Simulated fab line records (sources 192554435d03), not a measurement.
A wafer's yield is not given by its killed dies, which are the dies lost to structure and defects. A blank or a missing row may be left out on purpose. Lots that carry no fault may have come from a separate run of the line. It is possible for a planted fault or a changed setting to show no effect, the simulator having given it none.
fab line records | flow n5-finfet
record lots=7 wafers=21
route steps=1938 shown ZERO_LAYER@9 WELL_APT@36 FIN_SAQP@114 DUMMY_GATE@220 SD_EPI_N@268 SD_EPI_P@321
start-h: the number of hours between the record's first day and the start of the first shown wafer of the lot | wait-h: time in hours since the lot's previous step | " as in the row above | L1.1+2: a single row standing in for several wafers | - value missing, or start not given | * or withheld: withheld | < > ~ a bound
route shown NAME@n: NAME is a module with steps in the file, n the number in the route of the first one | usual: mean/standard deviation taken from wafers without a fault | same: alike in all rows | chamber/n: place in a boat | sites: the reading at each site | _std_site: standard deviation of those values | _edge_site: outer sites' mean less inner sites' | radius-mm: for every site, how far away it sits from the centre of the wafer | mask NAME#n: copy n | behind: the most recent tool/chamber to have shaped the wafer | hold: the reason the lot was held/the length of the hold in hours/how it ended | device: which transistor (n, p or np) failed to switch | end of line: at the end of the route, the tests of the same wafers | a step given without rows: its recipe and nothing more | killed: dies that structure and defects cost at the first sort, which is not the same as the wafer's yield | map: a wafer's dies, x killed, . not, _ none there
set.NAME: the setting as run; set.NAME@STEP: as run at that earlier step | model.NAME: the simulator's own value behind a step, which no gauge read
lots with deliberately changed settings; one table per step, one row per wafer
## steps
# step N5_ZERO_LAYER_EXPOSE_08
# recipe mask-id=ZERO na=0.55 source-shape=conventional sigma-outer=0.8 polarization=unpolarized defocus-nm=0 target-cd-nm=2000 dose-mj=16.2
# columns lot.wafer tool chamber start-h wait-h mask set.dose-mj
L074.2+3 krf-scanner-02 0 12.60 - ZERO#0 16.77
L074.4 " 0 " " ZERO#0 16.2
L075.2+3+6 krf-scanner-02 0 18.47 - ZERO#0 17.4
L077.1 krf-scanner-01 0 30.59 - ZERO#0 16.2
L077.5+6 " 0 " " ZERO#0 15.47
L078.1+3+6 krf-scanner-01 0 36.46 - ZERO#0 16.2
L088.2+4+5 krf-scanner-01 0 96.47 - ZERO#0 16.2
L095.1+3 krf-scanner-02 0 138.59 - ZERO#0 15.46
L095.5 " 0 " " ZERO#0 16.2
L096.1+3 krf-scanner-02 0 144.47 - ZERO#0 15.39
L096.5 " 0 " " ZERO#0 16.2
# step N5_ZERO_LAYER_DEVELOP_10
# recipe develop-time-s=60 rinse-liquid=diw dry=air-spin dev-temp-c=21
# columns lot.wafer tool chamber start-h wait-h set.develop-time-s
L074.2+3+4 litho-track-01 0 - - 60
L075.2 litho-track-02 0 - - 51.76
L075.3+6 " 0 " " 60
L077.1+5+6 litho-track-01 0 - - 60
L078.1+3+6 litho-track-01 0 - - 60
L088.2+5 litho-track-03 0 - - 55.35
L088.4 " 0 " " 60
L095.1 litho-track-02 0 - - 60
L095.3+5 " 0 " " 66.28
L096.1+3+5 litho-track-01 0 - - 60
# step N5_ZERO_LAYER_HARDBAKE_23
# recipe temp-c=130 time-s=120
# step N5_ZERO_LAYER_CD_MEAS_11
# recipe target-cd-nm=2000 landing-energy-ev=500 detector=se-inlens
# usual cd-nm=2000.7/2.4
# columns lot.wafer tool chamber start-h wait-h set.dose-mj@ZERO_LAYER_EXPOSE_08 cd-nm
L074.2 cd-sem-03 0 12.77 - 16.77 2007.5
L074.3 " 0 " " 16.77 2005.3
L074.4 " 0 " " 16.2 1997.2
L075.2 cd-sem-03 0 18.64 - 17.4 2013.3
L075.3 " 0 " " 17.4 2014.1
L075.6 " 0 " " 17.4 2013.0
L077.1 cd-sem-02 0 30.77 - 16.2 2000.4
L077.5 " 0 " " 15.47 1994.9
L077.6 " 0 " " 15.47 1994.5
L078.1 cd-sem-02 0 36.64 - 16.2 1999.2
L078.3 " 0 " " 16.2 2000.5
L078.6 " 0 " " 16.2 1997.3
L088.2 cd-sem-01 0 96.64 - 16.2 1997.4
L088.4 " 0 " " 16.2 2003.5
L088.5 " 0 " " 16.2 2002.4
L095.1 cd-sem-02 0 138.77 - 15.46 1994.5
L095.3 " 0 " " 15.46 1997.4
L095.5 " 0 " " 16.2 2004.6
L096.1 cd-sem-03 0 144.64 - 15.39 1991.6
L096.3 " 0 " " 15.39 1988.3
L096.5 " 0 " " 16.2 2003.7
# step N5_ZERO_LAYER_DESCUM_16
# recipe chemistry=O2 time-s=7.9 source-power-w=50 bias-power-w=20 pressure-mtorr=20 rf-frequency-hz=2.712e+07 temp-c=40 o2-flow-sccm=225
# columns lot.wafer tool chamber start-h wait-h set.dose-mj@ZERO_LAYER_EXPOSE_08 model.ZERO_LAYER.cd-nm
L074.2 rie-diel-05 0 12.81 0.0 16.77 2007
L074.3 " 1 " " 16.77 2005
L074.4 " 2 " " 16.2 1997
L075.2+6 rie-diel-05 1,3 18.70 0.1 17.4 2013
L075.3 " 2 " " 17.4 2014
L077.1 rie-diel-05 2 30.84 0.1 16.2 2000
L077.5 " 0 " " 15.47 1995
L077.6 " 1 " " 15.47 1994
L078.1+3 rie-diel-03 0,3 36.68 0.0 16.2 2000
L078.6 " 3 " " 16.2 1997
L088.2 rie-diel-03 2 96.68 0.0 16.2 1998
L088.4 " 3 " " 16.2 2003
L088.5 " 3 " " 16.2 2002
L095.1 rie-diel-05 3 138.80 0.0 15.46 -
L095.3 " 2 " " 15.46 1998
L095.5 " 2 " " 16.2 2005
L096.1 rie-diel-03 0 144.68 0.0 15.39 1992
L096.3 " 1 " " 15.39 1989
L096.5 " 0 " " 16.2 2004
# step N5_WELL_APT_COAT_19
# recipe spin-rpm=1357 resist-thk-nm=950
# columns lot.wafer tool chamber start-h wait-h set.spin-rpm model.coat_of_WELL_APT_COAT_19.thk-nm
L074.2 litho-track-03 0 - - 1357 954
L074.3 " 0 " " 1488 908.3
L074.4 " 0 " " 1488 910.6
L075.2 litho-track-03 0 - - 1357 949
L075.3 " 0 " " 1234 998.4
L075.6 " 0 " " 1234 996.4
L077.1 litho-track-04 0 - - 1468 918.8
L077.5 " 0 " " 1468 918.4
L077.6 " 0 " " 1468 922.5
L078.1 litho-track-04 0 - - 1357 952.6
L078.3 " 0 " " 1357 951.3
L078.6 " 0 " " 1357 950.4
L088.2 litho-track-05 0 - - 1357 952
L088.4 " 0 " " 1357 950.7
L088.5 " 0 " " 1357 953.4
L095.1 litho-track-05 0 - - 1239 995.6
L095.3 " 0 " " 1357 953.6
L095.5 " 0 " " 1357 950.2
L096.1 litho-track-05 0 - - 1357 950.3
L096.3 " 0 " " 1357 950.6
L096.5 " 0 " " 1357 954.1
# step N5_WELL_APT_PEB_23
# recipe peb-temp-c=130 peb-time-s=90
# columns lot.wafer tool chamber start-h wait-h set.peb-time-s
L074.2+4 litho-track-05 0 15.10 0.0 81.02
L074.3 " 0 " " 90
L075.2+6 litho-track-04 0 20.67 0.0 90
L075.3 " 0 " " 75.02
L077.1+5 litho-track-04 0 33.15 0.1 90
L077.6 " 0 " " 108.7
L078.1+3+6 litho-track-04 0 38.95 0.1 90
L088.2 litho-track-04 0 98.61 0.0 90
L088.4+5 " 0 " " 72.7
L095.1+5 litho-track-03 0 141.15 0.1 79.94
L095.3 " 0 " " 90
L096.1+3+5 litho-track-05 0 146.83 0.1 90
# step N5_WELL_APT_DEVELOP_24
# recipe develop-time-s=45 rinse-liquid=surfactant-rinse dry=air-spin dev-temp-c=21
# step N5_WELL_APT_HARDBAKE_29
# recipe temp-c=130 time-s=120
# step N5_WELL_APT_CD_MEAS_25
# recipe target-cd-nm=200 landing-energy-ev=500 detector=se-inlens
# usual cd-nm=200.1/1.7
# columns lot.wafer tool chamber start-h wait-h set.peb-time-s@WELL_APT_PEB_23 cd-nm
L074.2 cd-sem-01 0 15.21 - 81.02 195.1
L074.3 " 0 " " 90 197.6
L074.4 " 0 " " 81.02 193.5
L075.2 cd-sem-01 0 20.78 - 90 201.1
L075.3 " 0 " " 75.02 188.6
L075.6 " 0 " " 90 197.2
L077.1 cd-sem-03 0 33.27 - 90 198.9
L077.5 " 0 " " 90 203.2
L077.6 " 0 " " 108.7 208.7
L078.1 cd-sem-03 0 39.07 - 90 201.7
L078.3 " 0 " " 90 201.6
L078.6 " 0 " " 90 202.2
L088.2 cd-sem-02 0 98.72 - 90 198.5
L088.4 " 0 " " 72.7 191.1
L088.5 " 0 " " 72.7 190.6
L095.1 cd-sem-01 0 141.26 - 79.94 192.5
L095.3 " 0 " " 90 199.1
L095.5 " 0 " " 79.94 194.9
L096.1 cd-sem-03 0 146.94 - 90 202.0
L096.3 " 0 " " 90 199.3
L096.5 " 0 " " 90 199.3
# step N5_WELL_APT_DESCUM_30
# recipe chemistry=O2 time-s=7.9 source-power-w=50 bias-power-w=20 pressure-mtorr=20 rf-frequency-hz=2.712e+07 temp-c=40 o2-flow-sccm=225
# columns lot.wafer tool chamber start-h wait-h set.peb-time-s@WELL_APT_PEB_23 model.WELL_APT.cd-nm
L074.2 rie-diel-06 3 15.30 0.0 81.02 195
L074.3 " 0 " " 90 197.8
L074.4 " 2 " " 81.02 193.5
L075.2 rie-diel-02 1 20.87 0.0 90 201
L075.3 " 0 " " 75.02 188.7
L075.6 " 2 " " 90 197
L077.1 rie-diel-02 1 33.35 0.0 90 199.1
L077.5 " 2 " " 90 203.5
L077.6 " 0 " " 108.7 208.9
L078.1 rie-diel-04 1 39.37 0.2 90 201.8
L078.3 " 2 " " 90 201.4
L078.6 " 1 " " 90 202.7
L088.2 rie-diel-06 1 98.87 0.1 90 198.8
L088.4 " 1 " " 72.7 191.8
L088.5 " 0 " " 72.7 190.6
L095.1 rie-diel-06 0 141.70 0.4 79.94 192.5
L095.3 " 2 " " 90 199.1
L095.5 " 3 " " 79.94 194.7
L096.1 rie-diel-02 2 147.03 0.0 90 201.8
L096.3 " 1 " " 90 199.2
L096.5 " 0 " " 90 199.1
# step N5_FIN_SAQP_DESCUM_21
# recipe chemistry=O2 time-s=7.9 source-power-w=50 bias-power-w=20 pressure-mtorr=20 rf-frequency-hz=2.712e+07 temp-c=40 resist=CAR-ArF o2-flow-sccm=225
# columns lot.wafer tool chamber start-h wait-h set.time-s model.CAR-ArF_of_FIN_SAQP_COAT_10.thk-nm
L074.2 rie-diel-02 0 21.68 0.0 7.9 83.29
L074.3 " 1 " " 7.9 83.47
L074.4 " 2 " " 7.9 83.32
L075.2 rie-diel-02 1 27.61 0.0 7.9 83.25
L075.3 " 3 " " 7.9 83.15
L075.6 " 1 " " 7.9 83.19
L077.1 rie-diel-06 2 40.27 0.2 7.9 83.54
L077.5 " 0 " " 6.472 84.38
L077.6 " 1 " " 7.9 83.66
L078.1 rie-diel-04 0 45.92 0.0 7.9 84.23
L078.3 " 2 " " 7.9 84.12
L078.6 " 1 " " 7.9 83.94
L088.2 rie-diel-04 0 105.96 0.0 7.9 83.5
L088.4 " 3 " " 7.9 83.28
L088.5 " 1 " " 6.142 84.59
L095.1 rie-diel-04 3 148.24 0.0 7.9 83.46
L095.3 " 2 " " 7.9 83.65
L095.5 " 3 " " 9.457 82.7
L096.1 rie-diel-06 3 153.60 0.2 7.9 83.61
L096.3 " 0 " " 7.9 83.62
L096.5 " 3 " " 7.9 83.5
# step N5_FIN_SAQP_ETCH_51
# recipe chemistry=CF4 target=SiARC target-depth-a=455 mask-material=CAR-ArF time-s=75.8 ion-energy-ev=80 pressure-mtorr=40 source-w=545 bias-w=36 Ar_flow_sccm=100 cf4-flow-sccm=100 ends=cleared
# columns lot.wafer tool chamber start-h wait-h set.time-s@FIN_SAQP_DESCUM_21 model.CAR-ArF_of_FIN_SAQP_COAT_10.thk-nm
L074.2 rie-diel-02 0 21.71 0.0 7.9 50.63
L074.3 " 1 " " 7.9 50.82
L074.4 " 2 " " 7.9 50.73
L075.2 rie-diel-02 1 27.64 0.0 7.9 50.61
L075.3 " 3 " " 7.9 50.59
L075.6 " 1 " " 7.9 50.55
L077.1 rie-diel-06 2 40.30 0.0 7.9 50.87
L077.5 " 0 " " 6.472 51.72
L077.6 " 1 " " 7.9 50.9
L078.1 rie-diel-04 0 45.95 0.0 7.9 51.62
L078.3 " 2 " " 7.9 51.37
L078.6 " 1 " " 7.9 51.43
L088.2 rie-diel-04 0 106.00 0.0 7.9 50.71
L088.4 " 3 " " 7.9 50.55
L088.5 " 1 " " 6.142 51.78
L095.1 rie-diel-04 3 148.27 0.0 7.9 50.92
L095.3 " 2 " " 7.9 50.87
L095.5 " 3 " " 9.457 50.14
L096.1 rie-diel-06 3 153.63 0.0 7.9 50.84
L096.3 " 0 " " 7.9 50.96
L096.5 " 3 " " 7.9 50.8
# step N5_DUMMY_GATE_HM_DEP_06
# recipe material=SiNx target-thk-a=800 precursor=DCS/NH3 temp-c=700 pressure-mtorr=300 time-s=5141
# columns lot.wafer tool chamber start-h wait-h set.time-s model.SiNx_of_DUMMY_GATE_HM_DEP_06.thk-nm
L074.2 - - - 0.0 5798 89.6
L074.3 " - " " 5798 89.8
L074.4 " - " " 5798 90.4
L075.2 - - - 0.0 5680 86.4
L075.3 " - " " 5680 87
L075.6 " - " " 5680 86.6
L077.1 - - - 0.0 4663 72.8
L077.5 " - " " 4663 72
L077.6 " - " " 4663 72.6
L078.1+6 lpcvd-02 0/15,0/39 67.27 0.0 5141 79.8
L078.3 " 0/25 " " 5141 79
L088.2 - - - 0.0 5141 80.2
L088.4 " - " " 5141 80
L088.5 " - " " 5141 79.8
L095.1 - - - 0.0 5141 80
L095.3 " - " " 5141 81.6
L095.5 " - " " 5141 81
L096.1 - - - 0.0 4935 77.6
L096.3 " - " " 4935 76.6
L096.5 " - " " 4935 77.4
# step N5_SD_EPI_N_PEB_07
# recipe peb-temp-c=110 peb-time-s=60 resist=CAR-ArF-block
# columns lot.wafer tool chamber start-h wait-h set.peb-temp-c
L074.2 litho-track-03 0 50.05 0.0 113.2
L074.3+4 " 0 " " 110
L075.2+6 litho-track-05 0 54.02 0.0 113.3
L075.3 " 0 " " 110
L077.1+5+6 litho-track-03 0 68.07 0.1 110
L078.1+3+6 litho-track-03 0 74.38 0.1 110
L088.2 litho-track-05 0 133.85 0.0 110
L088.4+5 " 0 " " 113.3
L095.1 litho-track-03 0 173.53 0.1 112
L095.3+5 " 0 " " 110
L096.1 litho-track-04 0 181.21 0.1 111.3
L096.3+5 " 0 " " 110
# step N5_SD_EPI_N_DEVELOP_08
# recipe develop-time-s=30 developer=TMAH resist=CAR-ArF-block dev-temp-c=23 rinse-liquid=diw dry=air-spin
# columns lot.wafer tool chamber start-h wait-h set.develop-time-s
L074.2+3 litho-track-03 0 - - 32.41
L074.4 " 0 " " 30
L075.2+6 litho-track-05 0 - - 32.67
L075.3 " 0 " " 30
L077.1+5 litho-track-03 0 - - 30
L077.6 " 0 " " 25.98
L078.1+3+6 litho-track-03 0 - - 30
L088.2+5 litho-track-05 0 - - 30
L088.4 " 0 " " 24.31
L095.1+5 litho-track-03 0 - - 26.01
L095.3 " 0 " " 30
L096.1+5 litho-track-04 0 - - 30
L096.3 " 0 " " 28.18
# step N5_SD_EPI_N_CD_MEAS_09
# recipe target-cd-nm=120 landing-energy-ev=500 detector=se-inlens
# usual cd-nm=119.9/0.72
# columns lot.wafer tool chamber start-h wait-h set.peb-temp-c@SD_EPI_N_PEB_07 cd-nm
L074.2 cd-sem-03 0 50.12 - 113.2 127.6
L074.3 " 0 " " 110 119.1
L074.4 " 0 " " 110 118.9
L075.2 cd-sem-03 0 54.08 - 113.3 127.6
L075.3 " 0 " " 110 119.9
L075.6 " 0 " " 113.3 127.9
L077.1 cd-sem-03 0 68.14 - 110 119.6
L077.5 " 0 " " 110 118.5
L077.6 " 0 " " 110 119.3
L078.1 cd-sem-02 0 74.45 - 110 120.4
L078.3 " 0 " " 110 119.1
L078.6 " 0 " " 110 120.3
L088.2 cd-sem-01 0 133.92 - 110 118.7
L088.4 " 0 " " 113.3 126.1
L088.5 " 0 " " 113.3 126.7
L095.1 cd-sem-02 0 173.60 - 112 124.5
L095.3 " 0 " " 110 120.0
L095.5 " 0 " " 110 119.7
L096.1 cd-sem-02 0 181.27 - 111.3 123.2
L096.3 " 0 " " 110 119.4
L096.5 " 0 " " 110 120.4
# step N5_SD_EPI_N_DESCUM_14
# recipe chemistry=O2 time-s=7.9 source-power-w=50 bias-power-w=20 pressure-mtorr=20 rf-frequency-hz=2.712e+07 temp-c=40 resist=CAR-ArF-block o2-flow-sccm=225
# columns lot.wafer tool chamber start-h wait-h set.peb-temp-c@SD_EPI_N_PEB_07 model.SD_EPI_N.cd-nm
L074.2 rie-diel-04 2 50.20 0.0 113.2 127.2
L074.3 " 3 " " 110 119
L074.4 " 1 " " 110 119.4
L075.2+6 rie-diel-06 0 54.17 0.0 113.3 127.8
L075.3 " 2 " " 110 119.8
L077.1 rie-diel-02 1 68.42 0.2 110 119.6
L077.5 " 2 " " 110 118.6
L077.6 " 1 " " 110 119.2
L078.1+6 rie-diel-02 1,2 74.54 0.0 110 120.2
L078.3 " 2 " " 110 118.6
L088.2 rie-diel-06 3 134.10 0.1 110 118.4
L088.4 " 3 " " 113.3 126
L088.5 " 0 " " 113.3 126.6
L095.1 rie-diel-06 2 173.68 0.0 112 124.2
L095.3 " 0 " " 110 119.8
L095.5 " 0 " " 110 119.6
L096.1 rie-diel-06 2 181.36 0.0 111.3 123
L096.3 " 0 " " 110 119.6
L096.5 " 3 " " 110 120
# step N5_SD_EPI_N_ETCH_34
# recipe chemistry=CF4 target=SiARC target-depth-a=455 mask-material=CAR-ArF-block time-s=75.8 ion-energy-ev=80 pressure-mtorr=40 source-w=545 bias-w=36 Ar_flow_sccm=100 cf4-flow-sccm=100 ends=cleared
# columns lot.wafer tool chamber start-h wait-h set.peb-temp-c@SD_EPI_N_PEB_07 model.SD_EPI_N.cd-nm
L074.2 rie-diel-04 2 50.24 0.0 113.2 127.2
L074.3+4 " 3,1 " " 110 119.2
L075.2 rie-diel-06 0 54.21 0.0 113.3 127.8
L075.3 " 2 " " 110 120
L075.6 " 0 " " 113.3 128
L077.1 rie-diel-02 1 68.46 0.0 110 119.8
L077.5 " 2 " " 110 118.6
L077.6 " 1 " " 110 119.4
L078.1 rie-diel-02 1 74.57 0.0 110 120.2
L078.3 " 2 " " 110 118.4
L078.6 " 2 " " 110 120
L088.2 rie-diel-06 3 134.14 0.0 110 118.6
L088.4 " 3 " " 113.3 126
L088.5 " 0 " " 113.3 126.6
L095.1 rie-diel-06 2 173.72 0.0 112 124.2
L095.3+5 " 0 " " 110 119.6
L096.1 rie-diel-06 2 181.40 0.0 111.3 123.4
L096.3 " 0 " " 110 119.6
L096.5 " 3 " " 110 120.2
# step N5_SD_EPI_N_ETCH_35
# recipe chemistry=N2/H2 target=SOC overetch-a=1080 mask-material=SiARC temp-c=40 ion-energy-ev=100 source-w=3000 bias-w=133 pressure-mtorr=20 time-s=486 n2-flow-sccm=200 h2-flow-sccm=200
# columns lot.wafer tool chamber start-h wait-h set.peb-temp-c@SD_EPI_N_PEB_07 model.SD_EPI_N.cd-nm
L074.2 rie-diel-04 2 50.29 0.0 113.2 126
L074.3 " 3 " " 110 119.2
L074.4 " 1 " " 110 120.2
L075.2 rie-diel-06 0 54.26 0.0 113.3 127.2
L075.3 " 2 " " 110 120
L075.6 " 0 " " 113.3 127.4
L077.1 rie-diel-02 1 68.51 0.0 110 121.4
L077.5 " 2 " " 110 119.8
L077.6 " 1 " " 110 120.2
L078.1 rie-diel-02 1 74.63 0.0 110 119.8
L078.3 " 2 " " 110 118.4
L078.6 " 2 " " 110 119.4
L088.2 rie-diel-06 3 134.20 0.0 110 119
L088.4 " 3 " " 113.3 126
L088.5 " 0 " " 113.3 127
L095.1 rie-diel-06 2 173.77 0.0 112 122.6
L095.3 " 0 " " 110 119
L095.5 " 0 " " 110 118.8
L096.1 rie-diel-06 2 181.45 0.0 111.3 121.6
L096.3 " 0 " " 110 119.4
L096.5 " 3 " " 110 120.8
# step N5_SD_EPI_P_EPI_21
# recipe material=SiGe:B dopant=B temp-c=550 pressure-torr=20 ambient=H2 time-s=355
# columns lot.wafer tool chamber start-h wait-h set.time-s model.SiGe-B_of_SD_EPI_P_EPI_21.thk-nm
L074.2+4 epi-rpcvd-01 0 56.44 0.5 331.4 58.4
L074.3 " 0 " " 355 61.4
L075.2 epi-rpcvd-04 0 61.07 0.5 355 60.6
L075.3 " 0 " " 355 61.2
L075.6 " 0 62.51 1.8 290.4 54
L077.1+5 epi-rpcvd-02 0 74.85 0.1 355 60.8
L077.6 " 0 76.65 1.8 355 60.6
L078.1 epi-rpcvd-01 0 80.79 0.1 355 61.4
L078.3 " 0 " " 355 61
L078.6 " 0 82.59 1.8 355 60.6
L088.2 epi-rpcvd-01 0 140.52 0.5 395.7 65.6
L088.4 " 0 " " 355 61
L088.5 " 0 " " 395.7 66.2
L095.1+5 epi-rpcvd-04 0 180.48 0.1 355 61.8
L095.3 " 0 " " 389.1 65.4
L096.1 epi-rpcvd-01 0 187.87 0.1 330.7 59
L096.3 " 0 " " 355 60.8
L096.5 " 0 " " 355 62
# step N5_SD_EPI_P_EPI_MEAS_23
# recipe mode=xrd
# usual thk-nm=61.0/1.1
# columns lot.wafer tool chamber start-h wait-h set.time-s@SD_EPI_P_EPI_21 thk-nm
L074.2 film-metro-01 - 58.29 1.5 331.4 57.3
L074.3 " - " " 355 61.7
L074.4 " - " " 331.4 59.0
L075.2 film-metro-02 - 62.90 1.5 355 60.8
L075.3 " - " " 355 60.9
L075.6 " - " " 290.4 54.3
L077.1 film-metro-01 - 77.05 1.8 355 61.5
L077.5 " - " " 355 59.3
L077.6 " - " " 355 60.9
L078.1 film-metro-01 - 82.99 1.8 355 62.1
L078.3 " - " " 355 59.1
L078.6 " - " " 355 60.5
L088.2 film-metro-02 - 142.36 1.5 395.7 64.7
L088.4 " - " " 355 61.5
L088.5 " - " " 395.7 65.4
L095.1 film-metro-02 - 182.68 1.8 355 61.5
L095.3 " - " " 389.1 65.1
L095.5 " - " " 355 59.9
L096.1 film-metro-02 - 190.06 1.8 330.7 60.3
L096.3 " - " " 355 60.6
L096.5 " - " " 355 62.3
## key
split step=N5_ZERO_LAYER_EXPOSE_08 setting=dose-mj stated=16.2 by=wafer
response step=N5_ZERO_LAYER_CD_MEAS_11 reading=cd-nm change=+2.12 per=1% r=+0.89
response step=N5_ZERO_LAYER_DESCUM_16 reading=model.ZERO_LAYER.cd-nm change=+2.09 per=1% r=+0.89
split step=N5_ZERO_LAYER_DEVELOP_10 setting=develop-time-s stated=60 by=wafer
response none clear
split step=N5_WELL_APT_COAT_19 setting=spin-rpm stated=1357 by=wafer
response step=N5_WELL_APT_COAT_19 reading=model.coat_of_WELL_APT_COAT_19.thk-nm change=-4.98 per=1% r=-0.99
split step=N5_WELL_APT_PEB_23 setting=peb-time-s stated=90 by=wafer
response step=N5_WELL_APT_CD_MEAS_25 reading=cd-nm change=+0.44 per=1% r=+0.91
response step=N5_WELL_APT_DESCUM_30 reading=model.WELL_APT.cd-nm change=+0.439 per=1% r=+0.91
split step=N5_FIN_SAQP_DESCUM_21 setting=time-s stated=7.9 by=wafer
response step=N5_FIN_SAQP_DESCUM_21 reading=model.CAR-ArF_of_FIN_SAQP_COAT_10.thk-nm change=-0.0476 per=1% r=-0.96
response step=N5_FIN_SAQP_ETCH_51 reading=model.CAR-ArF_of_FIN_SAQP_COAT_10.thk-nm change=-0.0457 per=1% r=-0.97
split step=N5_DUMMY_GATE_HM_DEP_06 setting=time-s stated=5141 by=lot
response step=N5_DUMMY_GATE_HM_DEP_06 reading=model.SiNx_of_DUMMY_GATE_HM_DEP_06.thk-nm change=+0.743 per=1% r=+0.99
split step=N5_SD_EPI_N_PEB_07 setting=peb-temp-c stated=110 by=wafer
response step=N5_SD_EPI_N_CD_MEAS_09 reading=cd-nm change=+2.69 per=1% r=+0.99
response step=N5_SD_EPI_N_DESCUM_14 reading=model.SD_EPI_N.cd-nm change=+2.66 per=1% r=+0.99
response step=N5_SD_EPI_N_ETCH_34 reading=model.SD_EPI_N.cd-nm change=+2.65 per=1% r=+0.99
response step=N5_SD_EPI_N_ETCH_35 reading=model.SD_EPI_N.cd-nm change=+2.29 per=1% r=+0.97
split step=N5_SD_EPI_N_DEVELOP_08 setting=develop-time-s stated=30 by=wafer
response none clear
split step=N5_SD_EPI_P_EPI_21 setting=time-s stated=355 by=wafer
response step=N5_SD_EPI_P_EPI_21 reading=model.SiGe-B_of_SD_EPI_P_EPI_21.thk-nm change=+0.391 per=1% r=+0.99
response step=N5_SD_EPI_P_EPI_MEAS_23 reading=thk-nm change=* per=1% r=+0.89
